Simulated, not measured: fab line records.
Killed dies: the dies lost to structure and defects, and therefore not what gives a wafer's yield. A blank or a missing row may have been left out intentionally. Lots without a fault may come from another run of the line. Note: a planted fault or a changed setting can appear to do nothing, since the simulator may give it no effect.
The tool behind it: which one? -- flow n5Finfet -- 25 wafers from 9 lots sampled at 6 of the route's 1938 steps

== WHAT EACH GAUGE READ, for each wafer ==
N5_START_INSPECT_01: inspects for defects (unpatterned scan). Usual: rawDefectCount 5.8, standard deviation 2.6.
lot,measured,on,rawDefectCount,flag
L540,day 1 12:02,defectInspect-01,2 6 4,
L546,day 3 00:02,defectInspect-01,8 11 7,
L547,day 3 06:02,defectInspect-01,2 7 4,
L549,day 3 18:02,defectInspect-01,3 3 5,
L552,day 4 12:02,defectInspect-01,8 7 9,
L554,day 5 00:02,defectInspect-01,5 4,
L556,day 5 12:02,defectInspect-02,3 4,
L560,day 6 12:02,defectInspect-01,5 7 3,
L563,day 7 06:02,defectInspect-01,9 7 6,

N5_WELL_APT_OVL_MEAS_26. Usual: PWELL_OVL gives -2 nm (standard deviation 4.8).
lot,measured,on,PWELL_OVL (nm),flag
L540,day 1 15:08,overlay-01,-3 -3 -6,
L546,day 3 04:58,overlay-01,4 5 4,
L547,day 3 09:15,overlay-02,4 -1 -2,
L549,day 3 21:53,overlay-02,-2 -18 -9,
L552,day 4 14:58,overlay-02,-4 -4 -1,
L554,day 5 02:52,overlay-02,1 0,
L556,day 5 15:01,overlay-02,-10 -8,
L560,day 6 15:06,overlay-01,-4 -6 -2,
L563,day 7 09:05,overlay-02,0 3 -3,

N5_BEOL_M4_RC_MEAS_101. Usual: DIBL_N 35.8 mV/V, standard deviation 1.6; DIBL_P 36.0 mV/V, standard deviation 2.1; IOFF_N 0.153 nA/um, standard deviation 0.026; IOFF_P 0.21 nA/um, standard deviation 0.037; ION_N 673 uA/um, standard deviation 11; ION_P 462 uA/um, standard deviation 7.6; SS_N 71.4 mV/dec, standard deviation 0.53; SS_P 73.2 mV/dec, standard deviation 0.67; VT_N 250 mV, standard deviation 3.2; VT_P -250 mV, standard deviation 3.7.
lot,measured,on,DIBL_N (mV/V),DIBL_P (mV/V),IOFF_N (nA/um),IOFF_P (nA/um),ION_N (uA/um),ION_P (uA/um),SS_N (mV/dec),SS_P (mV/dec),VT_N (mV),VT_P (mV),flag
L540,day 8 01:25,prober-02,37.3 33.5 37.9,39.2 33.7 38.8,0.188 0.117 0.207,0.26 0.17 0.27,684 662 700,476 463 476,70.9 71.1 71.1,74.0 72.5 74.2,245 256 243,-248 -251 -245,
L546,day 9 15:37,prober-02,37.0 35.2 35.6,38.7 35.6 36.5,0.192 0.153 0.159,0.25 0.20 0.21,690 680 670,467 464 463,71.4 71.2 71.8,73.6 73.2 72.8,248 250 252,-247 -253 -250,
L547,day 9 15:46,prober-01,33.7 33.4 31.5,33.4 32.9 30.3,0.121 0.111 0.091,0.17 0.15 0.13,658 653 647,458 450 445,70.6 70.4 70.2,72.8 72.2 72.0,253 254 256,-255 -253 -257,
L549,day 10 08:57,prober-01,35.2 35.3 36.4,35.2 35.7 37.6,0.136 0.153 0.168,0.18 0.20 0.22,671 688 688,462 468 469,71.4 70.8 71.9,73.4 72.8 72.6,250 249 246,-252 -249 -248,
L552,day 11 00:41,prober-02,33.4 33.7 36.6,32.2 32.9 37.2,0.113 0.112 0.168,0.16 0.17 0.23,656 659 684,449 457 465,71.4 70.6 71.2,71.8 72.4 73.2,254 255 249,-252 -251 -248,
L554,day 11 09:40,prober-02,38.2 37.4,38.4 38.1,0.195 0.176,0.25 0.26,687 677,470 470,71.4 72.2,74.1 73.0,247 246,-247 -248,
L556,day 12 05:17,prober-02,35.6 36.3,34.1 34.5,0.139 0.134,0.19 0.19,669 669,461 459,71.6 71.4,73.0 73.2,252 251,-252 -249,
L560,day 12 21:25,prober-02,33.9 35.2 35.8,35.1 36.3 37.1,0.134 0.168 0.181,0.19 0.23 0.23,659 673 680,463 466 460,70.9 71.8 72.2,73.0 73.2 73.5,254 248 249,-250 -246 -246,
L563,day 13 18:08,prober-01,38.3 34.6 35.0,36.3 32.5 33.8,0.182 0.124 0.136,0.21 0.17 0.18,675 668 665,454 456 461,71.5 71.3 71.1,73.9 72.6 73.1,248 254 249,-251 -253 -253,

== WHICH TOOL RAN EACH LOT (tool, then ch and the chambers of the sampled wafers, then the start) ==
lot,N5_ZERO_LAYER_ETCH_17,N5_ZERO_LAYER_STRIP_24,N5_PMOS_HMC_CHANNEL_EPI_HM_DEP_34
L540,"rieDiel-03 ch 0,1,3, day 1 12:59","plasmaAsher-01 ch 0,1, day 1 13:11","pecvd-04 ch 0,2, day 1 16:58"
L546,"rieDiel-04 ch 1,3, day 3 00:50","plasmaAsher-02 ch 1, day 3 01:01","pecvd-04 ch 1,2, day 3 06:50"
L547,"rieDiel-04 ch 0,1,2, day 3 06:56","plasmaAsher-02 ch 0,1, day 3 07:07","pecvd-03 ch 0,2, day 3 11:01"
L549,"rieDiel-04 ch 0,1,2, day 3 19:48","plasmaAsher-01 ch 1, day 3 19:59","pecvd-04 ch 0,1,2, day 4 00:00"
L552,"rieDiel-03 ch 0,1,3, day 4 12:43","plasmaAsher-02 ch 0,1, day 4 12:53","pecvd-03 ch 1,2, day 4 16:53"
L554,"rieDiel-04 ch 1,2, day 5 00:43","plasmaAsher-01 ch 0,1, day 5 00:54","pecvd-04 ch 1, day 5 04:47"
L556,"rieDiel-04 ch 0,1, day 5 12:54","plasmaAsher-01 ch 0,1, day 5 13:05","pecvd-04 ch 0,1, day 5 17:18"
L560,"rieDiel-02 ch 0,3, day 6 12:50","plasmaAsher-02 ch 0,1, day 6 13:02","pecvd-04 ch 0,1,2, day 6 17:10"
L563,"rieDiel-03 ch 0,1,2, day 7 06:50","plasmaAsher-02 ch 0,1, day 7 07:01","pecvd-03 ch 0,1,2, day 7 11:04"
- N5_ZERO_LAYER_ETCH_17: etches SiO2 in CF4, target depth 12 nm, time 13.3 s.
- N5_ZERO_LAYER_STRIP_24: strips in O2.
- N5_PMOS_HMC_CHANNEL_EPI_HM_DEP_34: deposits SiO2 from TEOS/O2, target thk 36 nm, time 6.9 s.

== AS READ BY THE TOOLS THEMSELVES (means over the sampled wafers that have a number; for cases with no such wafer, the mark the record gives instead) ==
N5_ZERO_LAYER_ETCH_17. Usual: cf4FlowSccm 100.04 sccm, standard deviation 0.28; drypumpMotorCurrentA 5.8 A, standard deviation 0.45; oesProductAu 0.75 a.u., standard deviation 0.031; rfVppV 948 V, standard deviation 4.7; showerheadPlenumPTorr 2.13 Torr, standard deviation 0.074; throttleValvePct 15.69 %, standard deviation 0.15.
lot,tool,cf4FlowSccm (sccm),drypumpMotorCurrentA (A),oesProductAu (a.u.),rfVppV (V),showerheadPlenumPTorr (Torr),throttleValvePct (%),flag
L540,rieDiel-03,100.15,5.9,0.76,946,2.08,15.69,
L546,rieDiel-04,99.87,6.0,0.77,955,2.24,15.62,
L547,rieDiel-04,99.85,5.9,0.77,949,2.15,15.74,
L549,rieDiel-04,100.09,5.9,0.77,949,2.15,15.77,
L552,rieDiel-03,99.86,5.9,0.74,945,2.07,15.73,
L554,rieDiel-04,99.75,5.7,0.92,953,2.19,15.66,OFF
L556,rieDiel-04,99.94,6.2,0.90,949,2.14,15.86,OFF
L560,rieDiel-02,100.03,5.6,0.77,955,2.23,15.64,
L563,rieDiel-03,100.10,5.9,0.72,946,2.09,15.68,

N5_ZERO_LAYER_STRIP_24. Usual: drypumpMotorCurrentA 5.9 A, standard deviation 0.36; heaterPowerW 338 W, standard deviation 24; oesProductAu 0.647 a.u., standard deviation 0.0047; stripTimeToEndpointS 43.86 s, standard deviation 0.097.
lot,tool,drypumpMotorCurrentA (A),heaterPowerW (W),oesProductAu (a.u.),stripTimeToEndpointS (s),flag
L540,plasmaAsher-01,5.8,322,0.649,43.77,
L546,plasmaAsher-02,6.0,333,0.647,43.82,
L547,plasmaAsher-02,6.1,350,0.648,44.00,
L549,plasmaAsher-01,6.0,302,0.649,43.93,
L552,plasmaAsher-02,6.1,342,0.649,43.92,
L554,plasmaAsher-01,5.7,332,0.647,43.55,OFF
L556,plasmaAsher-01,5.7,332,0.648,43.89,
L560,plasmaAsher-02,6.1,347,0.642,43.94,
L563,plasmaAsher-02,6.1,343,0.647,43.86,

N5_PMOS_HMC_CHANNEL_EPI_HM_DEP_34. Usual: chamberPressureTorr 6.502 Torr, standard deviation 0.014; heaterPowerW 549 W, standard deviation 81; showerheadPlenumPTorr 8.36 Torr, standard deviation 0.042; throttleValvePct 18.6 %, standard deviation 0.96.
lot,tool,chamberPressureTorr (Torr),heaterPowerW (W),showerheadPlenumPTorr (Torr),throttleValvePct (%),flag
L540,pecvd-04,6.508,640,8.33,19.1,
L546,pecvd-04,6.501,640,8.37,17.8,
L547,pecvd-03,6.504,537,8.37,18.6,
L549,pecvd-04,6.505,546,8.34,18.2,
L552,pecvd-03,6.508,568,8.37,19.1,
L554,pecvd-04,6.495,612,8.39,18.0,
L556,pecvd-04,6.498,548,8.38,18.7,
L560,pecvd-04,6.487,598,8.35,18.3,
L563,pecvd-03,6.494,561,8.39,19.2,

== THE ANSWER, worked out from the rows above alone ==
Rule: a lot counts as off when the mean over its wafers that have a number is more than 3 standard deviations away from the usual mean. A lot without any number at a reading at which 4 lots or more have one is off too. Any other lot the step has rows for is counted as sound. After the gauges, taken in route order, come the tools' own readings; for these a lot's mean is taken, as printed above. The first step at which some lot is off is used, and at that step the reading that is off furthest; a lot without a number counts as furthest.
Off: L554, L556, at N5_ZERO_LAYER_ETCH_17 (oesProductAu).
If a tool, at that step or one of the process steps before it, ran each lot that is off and ran no sound lot following the first of them, it fits. One fits: rieDiel-04 at N5_ZERO_LAYER_ETCH_17. A fault onset in the window from L549 (day 3 19:48, its last sound lot) to L554 (day 5 00:43, its first lot off) fits.
The tool's own readings at N5_ZERO_LAYER_ETCH_17 bear it out: on the lots that are off they differ by more than 5 times the standard deviation of the sound lots' means. oesProductAu reads 0.91 a.u. there against 0.76 a.u. on the sound lots.

== WHAT THE SIMULATOR PUT IN ==
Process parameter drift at N5_ZERO_LAYER_ETCH_17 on rieDiel-04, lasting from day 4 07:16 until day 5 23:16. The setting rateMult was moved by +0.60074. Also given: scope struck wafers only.
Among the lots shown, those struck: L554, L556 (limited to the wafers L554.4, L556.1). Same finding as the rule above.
